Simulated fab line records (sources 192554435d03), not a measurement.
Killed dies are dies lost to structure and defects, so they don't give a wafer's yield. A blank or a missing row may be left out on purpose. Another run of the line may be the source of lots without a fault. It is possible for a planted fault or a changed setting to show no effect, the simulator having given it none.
Chamber matching	flow n5_finfet	N5_MOL_CONTACT_COAG_ETCH_91 on rie_diel-06 has 4 sister chambers
The step etches SOC in N2/H2, target depth 60 nm, overetch 21 nm, time 101.2 s. 22 wafers are shown with their chamber, then 11 later ones without.

== WAFERS, EACH WITH ITS CHAMBER ==
wafer	chamber	showerhead_plenum_p_Torr (Torr)	drypump_motor_current_A (A)	oes_product_au (a.u.)
L076.3	2	2.45	5.6	0.66
L076.5	1	2.70	6.4	0.74
L076.6	3	2.42	6.6	0.59
L078.1	3	2.42	6.6	0.59
L078.4	2	2.45	5.7	0.65
L078.5	1	2.70	6.5	0.74
L080.3	3	2.41	6.6	0.58
L080.4	0	2.55	5.9	0.63
L080.5	0	2.55	5.9	0.63
L081.3	1	2.69	6.5	0.73
L081.5	0	2.55	5.9	0.63
L081.6	1	2.70	6.5	0.74
L082.1	0	2.54	5.9	0.63
L082.4	3	2.41	6.6	0.58
L082.6	2	2.44	5.7	0.65
L085.3	1	2.69	6.4	0.72
L085.5	1	2.69	6.5	0.72
L085.6	2	2.44	5.6	0.64
L086.1	0	2.54	5.9	0.62
L086.5	3	2.41	6.6	0.58
L086.6	0	2.54	5.9	0.61
L088.2	0	2.54	5.9	0.62

SIGNATURES (averages over the wafers above)
reading	chamber 0	chamber 1	chamber 2	chamber 3	scatter within a chamber
showerhead_plenum_p_Torr	2.5443	2.6950	2.4450	2.4140	0.00548
drypump_motor_current_A	5.900	6.467	5.650	6.600	0.036
oes_product_au	0.6243	0.7317	0.6500	0.5840	0.00808
Rule: a wafer lies at a distance from a chamber equal to the root of the sum of squares, over the readings, of (its reading less the chamber's mean, divided by the reading's scatter). If the next closest chamber is less than 2 further off than the closest, the wafer can't be placed; otherwise it belongs to the closest. The scatter is the square root of a quotient: the sum, over the shown wafers, of each reading's squared deviation from its chamber's mean, divided by wafers minus chambers.

== WAFERS MISSING THEIR CHAMBER ==
wafer	showerhead_plenum_p_Torr (Torr)	drypump_motor_current_A (A)	oes_product_au (a.u.)
L088.5	2.41	6.6	0.58
L088.6	2.54	5.9	0.61
L093.1	2.69	6.5	0.71
L093.5	2.40	6.6	0.57
L093.6	2.43	5.6	0.63
L094.1	2.43	5.6	0.64
L094.3	2.40	6.6	0.57
L094.4	2.68	6.5	0.70
L095.2	2.43	5.7	0.64
L095.4	2.40	6.6	0.56
L095.5	2.53	5.9	0.61

== CHAMBER TAKEN BY EACH ==
wafer	from the rows above	in truth
L088.5	3	3
L088.6	0	0
L093.1	1	1
L093.5	3	3
L093.6	2	2
L094.1	2	2
L094.3	3	3
L094.4	1	1
L095.2	2	2
L095.4	3	3
L095.5	0	0
Placed correctly: 11 of 11. From these rows, 0 cannot be placed. Placed wrongly: 0.
